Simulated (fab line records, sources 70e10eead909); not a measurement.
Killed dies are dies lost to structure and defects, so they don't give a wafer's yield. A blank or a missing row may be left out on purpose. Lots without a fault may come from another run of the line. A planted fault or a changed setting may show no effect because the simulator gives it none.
fab line records | flow nand_harc
record lots=6 wafers=18 last_day=24
route steps=1159 shown A_STAIRCASE@536 END@1159
lots that met no fault: from a run of the same line without faults
start_h: hours from the record's first day to the start of the lot's first wafer shown | wait_h: hours since the lot's step before | " the same as in the row above | L1.1+2: a row that stands for several wafers | - no value, or no start given | * or withheld: withheld | < > ~ a bound
route shown NAME@n: a module of which the file shows steps, and the number in the route of the first | usual: mean/standard deviation of fault-free wafers | same: alike in all rows | chamber/n: place in a boat | sites: the reading at each site | _std_site: their standard deviation | _edge_site: outer sites' mean less inner sites' | radius_mm: how far each site lies from the wafer's centre | mask NAME#n: copy n | behind: the tool/chamber that last shaped the wafer | hold: why the lot was held/for how many hours/how that ended | device: the transistor (n, p or np) that didn't switch | end of line: the same wafers' tests at the end of the route | a step without rows: its recipe alone | killed: dies lost to structure and defects at the first sort, not the wafer's yield | map: a wafer's dies, x killed, . not, _ none there
set.NAME: the setting as run; set.NAME@STEP: as run at that earlier step | model.NAME: the simulator's own value behind a step, which no gauge read
lots at some steps of the route; a table a step, a row a wafer
services: from which hour (start_h, from the record's first day; less than 0 if before it) a tool's chamber was out of use, for how many hours, and why
## steps
# step NHARC_A_STAIRCASE_SRD_174
# step NHARC_A_STAIRCASE_DEHYDRATE_01
# recipe temp_c=150 time_s=120
# step NHARC_A_STAIRCASE_HMDS_02
# recipe time_s=30
# step NHARC_A_STAIRCASE_COAT_03
# recipe spin_rpm=1200
# step NHARC_A_STAIRCASE_SOFTBAKE_04
# recipe temp_c=135 time_s=170
# step NHARC_A_STAIRCASE_EBR_05
# step NHARC_A_STAIRCASE_EXPOSE_06
# recipe na=0.5 dose_mj=25.43 mask_id=STAIR
# step NHARC_A_STAIRCASE_PEB_07
# recipe peb_temp_c=115 peb_time_s=130
# step NHARC_A_STAIRCASE_DEVELOP_08
# recipe time_s=140
# step NHARC_A_STAIRCASE_HARDBAKE_10
# recipe temp_c=120 time_s=140
# step NHARC_A_STAIRCASE_DESCUM_11
# recipe time_s=3 o2_flow_sccm=200 ar_flow_sccm=0 bias_power_w=0 chemistry=O2
# step NHARC_A_STAIRCASE_TRIM_12
# recipe time_s=211.2 o2_flow_sccm=500 ar_flow_sccm=0 bias_w=0 chemistry=O2
# usual drypump_motor_current_A=5.5/0.47 oes_product_au=1.003/0.011 rf_vpp_V=57.8/0.94 showerhead_plenum_p_Torr=3.57/0.16 throttle_valve_pct=17.037/0.009
# same bias_w=0
# columns lot.wafer tool chamber start_h wait_h drypump_motor_current_A oes_product_au rf_hours_counter_h rf_vpp_V showerhead_plenum_p_Torr throttle_valve_pct
L485.2 rie_diel-09 3 246.80 0.1 5.6 1.021 53 59.4 3.71 17.030
L485.4 " 2 " " 5.7 0.983 52 56.8 3.64 17.039
L485.6 " 3 " " 5.6 1.016 - 57.6 3.71 17.034
L486.4 rie_diel-04 3 253.38 0.1 6.2 1.000 50 57.1 3.28 17.019
L486.1 " 2 " " 5.7 1.018 47 57.3 3.61 17.028
L486.6 " 3 " " 6.2 0.993 - 58.0 3.28 17.048
L487.3 rie_diel-03 2 253.79 0.1 5.2 1.002 9 57.4 3.77 17.042
L487.1 " 0 " " 5.8 0.975 11 59.1 3.60 17.041
L487.6 " 3 " " 5.3 0.987 - 57.5 3.33 17.029
L495.2 rie_diel-09 0 296.14 0.1 6.4 0.984 14 57.2 3.61 17.027
L495.1 " 1 " " 5.0 1.010 13 58.7 3.32 17.043
L495.5 " 3 " " 5.6 1.007 - 58.7 3.70 17.042
L496.1 rie_diel-09 1 316.50 0.1 5.0 1.006 19 59.7 3.31 17.062
L496.3 " 0 " " 6.4 1.000 20 58.0 3.61 17.048
L496.6 " 2 " " 5.6 1.012 - 57.5 3.63 17.058
L503.1 rie_diel-04 2 360.30 0.1 5.7 1.004 22 57.2 3.59 17.037
L503.3 " 3 " " 6.3 1.001 23 58.5 3.79 17.038
L503.6 " 1 " " 5.1 1.014 - 57.7 3.35 17.020
# step NHARC_A_STAIRCASE_ETCH_13
# recipe target_depth_a=1000 time_s=40.5 ion_energy_ev=400 c4f8_flow_sccm=20 o2_flow_sccm=10 ar_flow_sccm=withheld rf_w=600 bias_w=1000 chemistry=C4F8/O2
# step NHARC_A_STAIRCASE_TRIM_14
# recipe time_s=211.2 o2_flow_sccm=500 ar_flow_sccm=0 bias_w=0 chemistry=O2
# step NHARC_A_STAIRCASE_ETCH_15
# recipe target_depth_a=1000 time_s=40.5 ion_energy_ev=400 c4f8_flow_sccm=20 o2_flow_sccm=10 ar_flow_sccm=withheld rf_w=600 bias_w=1000 chemistry=C4F8/O2
# usual bias_w=1000/3.2 oes_product_au=0.940/0.011 rf_vpp_V=897/6.1
# columns lot.wafer tool chamber start_h wait_h bias_w oes_product_au rf_hours_counter_h rf_vpp_V
L485.2 rie_diel-09 2 - - 998 0.925 53 900
L485.4 " 3 " " 1004 0.947 54 902
L485.6 " 1 " " 997 0.935 - 889
L486.4 rie_diel-04 3 - - 995 0.930 50 887
L486.1 " 1 " " 995 0.949 44 891
L486.6 " 2 " " 992 0.939 - 899
L487.1 rie_diel-03 3 - - 994 0.918 11 888
L487.3 " 1 " " 997 0.946 9 903
L487.6 " 3 " " 993 0.927 - 887
L495.1 rie_diel-09 0 - - 1003 0.947 14 900
L495.2 " 2 " " 1004 0.949 13 898
L495.5 " 1 " " 1005 0.955 - 888
L496.1 rie_diel-09 2 - - 1000 0.945 19 899
L496.3 " 3 " " 1003 0.936 19 902
L496.6 " 0 " " 1001 0.935 - 898
L503.3 rie_diel-04 0 - - 1000 0.945 22 892
L503.1 " 3 " " 999 0.960 24 907
L503.6 " 1 " " 999 0.958 - 890
# step NHARC_A_STAIRCASE_TRIM_16
# recipe time_s=211.2 o2_flow_sccm=500 ar_flow_sccm=0 bias_w=0 chemistry=O2
# step NHARC_A_STAIRCASE_ETCH_17
# recipe target_depth_a=1000 time_s=40.5 ion_energy_ev=400 c4f8_flow_sccm=20 o2_flow_sccm=10 ar_flow_sccm=withheld rf_w=600 bias_w=1000 chemistry=C4F8/O2
# usual bias_w=1000.3/2.8 oes_product_au=0.940/0.011 rf_vpp_V=897/5.8
# columns lot.wafer tool chamber start_h wait_h bias_w oes_product_au rf_hours_counter_h rf_vpp_V
L485.2 rie_diel-09 2 - - 1003.0 0.933 53 901
L485.4 " 3 " " 997.8 0.961 54 904
L485.6 " 2 " " 1005.5 0.933 - 900
L486.4 rie_diel-04 0 - - 997.7 0.950 45 893
L486.1 " 2 " " 1001.7 0.945 47 899
L486.6 " 0 " " 999.1 0.949 - 894
L487.3 rie_diel-03 2 - - 1001.1 0.936 10 904
L487.1 " 3 " " 997.9 0.922 12 889
L487.6 " 2 " " 1005.5 0.933 - 906
L495.2 rie_diel-09 1 - - 1001.5 0.944 13 889
L495.1 " 2 " " 997.7 0.948 13 899
L495.5 " 1 " " 1002.1 0.945 - 887
L496.3 rie_diel-09 1 - - 1001.2 0.953 20 888
L496.1 " 2 " " 1002.7 0.939 19 900
L496.6 " 0 " " 999.5 0.938 - 899
L503.3 rie_diel-04 2 - - 1008.6 0.946 22 898
L503.1 " 3 " " 1001.1 0.944 24 906
L503.6 " 1 " " 994.8 0.957 - 889
# step NHARC_A_STAIRCASE_TRIM_18
# recipe time_s=211.2 o2_flow_sccm=500 ar_flow_sccm=0 bias_w=0 chemistry=O2
# step NHARC_A_STAIRCASE_ETCH_19
# recipe target_depth_a=1000 time_s=40.5 ion_energy_ev=400 c4f8_flow_sccm=20 o2_flow_sccm=10 ar_flow_sccm=withheld rf_w=600 bias_w=1000 chemistry=C4F8/O2
# step NHARC_A_STAIRCASE_TRIM_20
# recipe time_s=211.2 o2_flow_sccm=500 ar_flow_sccm=0 bias_w=0 chemistry=O2
# usual drypump_motor_current_A=5.6/0.45 oes_product_au=1.004/0.0097 rf_vpp_V=57.8/0.86 showerhead_plenum_p_Torr=3.52/0.17 throttle_valve_pct=17.037/0.0095
# same bias_w=0
# columns lot.wafer tool chamber start_h wait_h drypump_motor_current_A oes_product_au rf_hours_counter_h rf_vpp_V showerhead_plenum_p_Torr throttle_valve_pct
L485.4 rie_diel-09 1 248.27 0.1 5.0 1.014 54 57.2 3.33 17.022
L485.2 " 3 " " 5.6 1.017 54 57.0 3.71 17.028
L485.6 " 1 " " 5.0 1.015 - 58.0 3.33 17.039
L486.4 rie_diel-04 1 254.45 0.1 5.1 0.995 44 59.8 3.37 17.047
L486.1 " 2 " " 5.7 1.012 47 58.0 3.61 17.045
L486.6 " 1 " " 5.1 1.010 - 57.1 3.37 17.041
L487.3 rie_diel-04 3 255.26 0.1 6.3 0.993 51 58.0 3.28 17.046
L487.1 " 1 " " 5.1 1.006 44 56.1 3.37 17.025
L487.6 " 3 " " 6.2 0.994 - 56.5 3.28 17.034
L495.2 rie_diel-09 1 297.28 0.1 5.0 1.004 14 57.7 3.32 17.050
L495.1 " 3 " " 5.6 1.008 14 56.8 3.70 17.012
L495.5 " 1 " " 5.0 1.008 - 56.6 3.32 17.045
L496.3 rie_diel-04 1 318.26 0.2 5.1 1.015 5 56.7 3.36 17.040
L496.1 " 2 " " 5.8 1.019 5 57.4 3.60 17.024
L496.6 " 1 " " 5.1 1.008 - 57.7 3.36 17.036
L503.1 rie_diel-04 1 361.40 0.1 5.1 1.020 21 57.8 3.35 17.026
L503.3 " 3 " " 6.3 0.997 24 58.3 3.79 17.050
L503.6 " 0 " " 5.7 1.001 - 57.7 3.43 17.033
# step NHARC_A_STAIRCASE_ETCH_21
# recipe target_depth_a=1000 time_s=40.5 ion_energy_ev=400 c4f8_flow_sccm=20 o2_flow_sccm=10 ar_flow_sccm=withheld rf_w=600 bias_w=1000 chemistry=C4F8/O2
# step NHARC_A_STAIRCASE_TRIM_22
# recipe time_s=211.2 o2_flow_sccm=500 ar_flow_sccm=0 bias_w=0 chemistry=O2
# step NHARC_A_STAIRCASE_ETCH_23
# recipe target_depth_a=1000 time_s=40.5 ion_energy_ev=400 c4f8_flow_sccm=20 o2_flow_sccm=10 ar_flow_sccm=withheld rf_w=600 bias_w=1000 chemistry=C4F8/O2
# step NHARC_A_STAIRCASE_TRIM_24
# recipe time_s=211.2 o2_flow_sccm=500 ar_flow_sccm=0 bias_w=0 chemistry=O2
# usual drypump_motor_current_A=5.6/0.46 oes_product_au=1.004/0.01 rf_vpp_V=57.8/0.96 showerhead_plenum_p_Torr=3.53/0.17 throttle_valve_pct=17.036/0.009
# same bias_w=0
# columns lot.wafer tool chamber start_h wait_h drypump_motor_current_A oes_product_au rf_hours_counter_h rf_vpp_V showerhead_plenum_p_Torr throttle_valve_pct
L485.4 rie_diel-09 0 - - 6.4 0.986 57 58.4 3.62 17.036
L485.2 " 3 " " 5.6 1.018 54 59.0 3.71 17.028
L485.6 " 1 " " 5.0 1.012 - 56.6 3.33 17.034
L486.1 rie_diel-04 3 - - 6.3 0.983 51 57.3 3.28 17.049
L486.4 " 0 " " 5.7 1.009 46 57.0 3.45 17.032
L486.6 " 2 " " 5.7 1.003 - 57.3 3.61 17.030
L487.3 rie_diel-04 1 - - 5.1 1.020 45 57.7 3.37 17.033
L487.1 " 2 " " 5.7 1.004 49 57.9 3.61 17.034
L487.6 " 1 " " 5.1 1.006 - 58.3 3.37 17.026
L495.1 rie_diel-09 2 - - 5.6 0.997 13 58.3 3.63 17.048
L495.2 " 3 " " 5.6 1.006 14 57.9 3.70 17.047
L495.5 " 0 " " 6.4 0.987 - 57.5 3.61 17.041
L496.3 rie_diel-04 2 - - 5.7 1.023 5 56.8 3.60 17.037
L496.1 " 3 " " 6.2 1.009 7 58.0 3.80 17.027
L496.6 " 2 " " 5.7 1.013 - 58.1 3.60 17.023
L503.3 rie_diel-04 0 - - 5.7 0.991 24 58.2 3.43 17.021
L503.1 " 1 " " 5.1 1.018 23 56.2 3.35 17.035
L503.6 " 3 " " 6.3 1.005 - 59.1 3.79 17.046
# step NHARC_A_STAIRCASE_ETCH_25
# recipe target_depth_a=1000 time_s=40.5 ion_energy_ev=400 c4f8_flow_sccm=20 o2_flow_sccm=10 ar_flow_sccm=withheld rf_w=600 bias_w=1000 chemistry=C4F8/O2
# usual bias_w=999/3.1 oes_product_au=0.947/0.011 rf_vpp_V=896/5.9
# columns lot.wafer tool chamber start_h wait_h bias_w oes_product_au rf_hours_counter_h rf_vpp_V
L485.2 rie_diel-09 3 - - 1000 0.971 54 904
L485.4 " 0 " " 1001 0.944 57 900
L485.6 " 0 " " 999 0.938 - 899
L486.1 rie_diel-04 1 - - 997 0.964 44 891
L486.4 " 2 " " 1002 0.940 48 898
L486.6 " 0 " " 1004 0.955 - 892
L487.3 rie_diel-04 1 - - 996 0.942 45 890
L487.1 " 2 " " 1005 0.942 49 899
L487.6 " 1 " " 1002 0.948 - 890
L495.2 rie_diel-09 0 - - 997 0.942 15 899
L495.1 " 1 " " 997 0.953 14 887
L495.5 " 0 " " 998 0.934 - 898
L496.1 rie_diel-04 1 - - 998 0.965 5 890
L496.3 " 0 " " 1000 0.945 6 893
L496.6 " 1 " " 997 0.967 - 890
L503.1 rie_diel-04 3 - - 1000 0.942 26 906
L503.3 " 0 " " 1001 0.942 24 893
L503.6 " 3 " " 997 0.938 - 905
# step NHARC_A_STAIRCASE_TRIM_26
# recipe time_s=211.2 o2_flow_sccm=500 ar_flow_sccm=0 bias_w=0 chemistry=O2
# step NHARC_A_STAIRCASE_ETCH_27
# recipe target_depth_a=1000 time_s=40.5 ion_energy_ev=400 c4f8_flow_sccm=20 o2_flow_sccm=10 ar_flow_sccm=withheld rf_w=600 bias_w=1000 chemistry=C4F8/O2
# step NHARC_A_STAIRCASE_STRIP_175
# recipe power_w=1500 temp_c=250 chemistry=O2
# step NHARC_A_STAIRCASE_STRIP_148
# recipe time_s=900 temp_c=130 chemistry=SPM
# step NHARC_A_STAIRCASE_PRECLEAN_149
# recipe time_s=* temp_c=50 bath_age_min=0 chemistry=SC1
# step NHARC_A_STAIRCASE_SRD_150
# step NHARC_A_STAIRCASE_DEHYDRATE_176
# recipe temp_c=150 time_s=120
# step NHARC_A_STAIRCASE_HMDS_177
# recipe time_s=30
# step NHARC_A_STAIRCASE_COAT_178
# recipe spin_rpm=1200
# step NHARC_A_STAIRCASE_SOFTBAKE_179
# recipe temp_c=135 time_s=170
# step NHARC_A_STAIRCASE_EBR_180
# step NHARC_A_STAIRCASE_EXPOSE_181
# recipe na=0.5 dose_mj=27.87 mask_id=STAIR_2
# step NHARC_A_STAIRCASE_PEB_182
# recipe peb_temp_c=115 peb_time_s=130
# step NHARC_A_STAIRCASE_DEVELOP_183
# recipe time_s=140
# step NHARC_END_SORT_01
# recipe temp_c=25
# usual killed_at_array=24/8.8 killed_at_other=0.7/0.99 killed_at_periphery=3.5/2.6 killed_dies=28/9.3 killed_open=3.2/1.7 killed_short=1.7/1.4
# same gross_dies=677
# columns lot.wafer tool chamber start_h wait_h killed_at_array killed_at_other killed_at_periphery killed_dies killed_open killed_short
L495.1 prober-01 0 504.16 2.5 83 0 3 86 0 2
L496.1 prober-01 0 521.85 2.5 94 1 3 98 7 2
# killed by level:class
L495.1 A_STAIRCASE:unspecified=64 A_STAIRCASE:chamber_film_flake=5 A_CHANNEL_HOLE_D1:chamber_film_flake=4 A_SLIT:chamber_film_flake=3 A_CONTACT:chamber_film_flake=2 A_M1:chamber_film_flake=2 P_GATE:geometric_particle:short=1 A_M0:geometric_particle:short=1
L496.1 A_STAIRCASE:unspecified=74 A_CHANNEL_FILL_D1:chamber_film_flake=5 A_WL_FILL:chamber_film_flake=5 A_CHANNEL_HOLE_D1:chamber_film_flake=3 P_GATE:geometric_particle:open=2 A_CONTACT:chamber_film_flake=2 P_CONTACT:geometric_particle:open=1 A_ONON_D1:geometric_particle:short=1
# map L495.1 (x killed, . not)
____________.____________
_________......._________
_______..........._______
______.............______
_____..............._____
____.................____
____............x....____
___...................___
___...................___
__.....................__
__................x....__
_......................._
_......................._
_x......................_
_..............x...x...._
_..x...................._
.........................
.........................
.........................
......x..........xx......
x....xxx............x....
_...xxxx................_
_..xxxxxx..........x..x._
_..xxxxxxx.............._
_.x.xxxxx..............._
_..xxxxxxxx............._
__..xxxxxx.............__
__..xxxxxx.............__
___xxxxxx.xx..........___
___.xxxxx...x.........___
____xxxxx...........x____
____....x........xx..____
_____.........x..x.._____
______.............______
_______.........xx_______
_________......._________
____________.____________
# map L496.1 (x killed, . not)
____________.____________
_________......._________
_______..........._______
______.............______
_____..............._____
____.................____
____...x.............____
___...................___
___...................___
__...................x.__
__...........x.......x.__
_......................._
_..................x.x.._
_......................._
_......................._
_......................._
.................x.......
.........................
.........................
....x....................
...xx.x..................
_...xxxx.xx.x..........._
_..xxxxxxxx....xx......._
_...xxxxxx.....x.x......_
_..xxxxxxx.............._
_xxxxxxxxx.............._
__xxxxxxxxx..xx..x.....__
__.xxxxxxx......x......__
___.xxxx.x............___
___.xxxxx.x...........___
____xxxx.............____
____x..xx.......x....____
_____..x..........x._____
______.x.....x.....______
_______...x......._______
_________.....x._________
____________x____________
## services
# columns tool chamber start_h hours kind
rie_diel-03 - 241.52 0.1 repair
rie_diel-04 0 243.56 - clean
rie_diel-04 1 243.56 - clean
rie_diel-04 2 243.56 - clean
rie_diel-04 3 243.56 - clean
rie_diel-09 - 254.10 9.0 pm
rie_diel-04 0 268.06 - clean
rie_diel-04 1 268.06 - clean
rie_diel-04 2 268.06 - clean
rie_diel-04 3 268.06 - clean
rie_diel-03 1 277.25 7.0 repair
rie_diel-04 - 289.15 9.0 pm
rie_diel-04 0 289.15 9.0 vent_cycle
rie_diel-04 1 289.15 9.0 vent_cycle
rie_diel-04 2 289.15 9.0 vent_cycle
rie_diel-04 3 289.15 9.0 vent_cycle
rie_diel-04 0 298.15 - clean
rie_diel-04 1 298.15 - clean
rie_diel-04 2 298.15 - clean
rie_diel-03 3 309.67 6.2 repair
rie_diel-03 1 312.57 18.9 repair
rie_diel-03 - 333.37 0.1 repair
rie_diel-09 1 339.50 1.9 repair
rie_diel-09 0 353.43 2.7 repair
## key
first_sign step=NHARC_END_SORT_01 reading=killed_at_array direction=up sigmas=7.3 usual=24 struck=88
effect step=NHARC_END_SORT_01 reading=killed_dies direction=up sigmas=6.8 usual=28 struck=92
more_kills_born_at NHARC_A_STAIRCASE_TRIM_12@rie_diel-09=138
met_at NHARC_A_STAIRCASE_TRIM_12
struck_wafers L495.1,L496.1
tester_left_out L495,L496
fault kind=chamber_particle_source tool=rie_diel-09 chamber=1 onset_h=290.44 steps=NHARC_A_STAIRCASE_TRIM_12 rate_per_visit_cm2=0.50682 end_h=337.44
# tester_left_out: of these lots the tester's yield and bins aren't shown, on N5 and GAA mostly nor the transistor test; their killed dies are dies lost to structure and defects alone, not to doping, threshold or leakage, so they don't give the yield
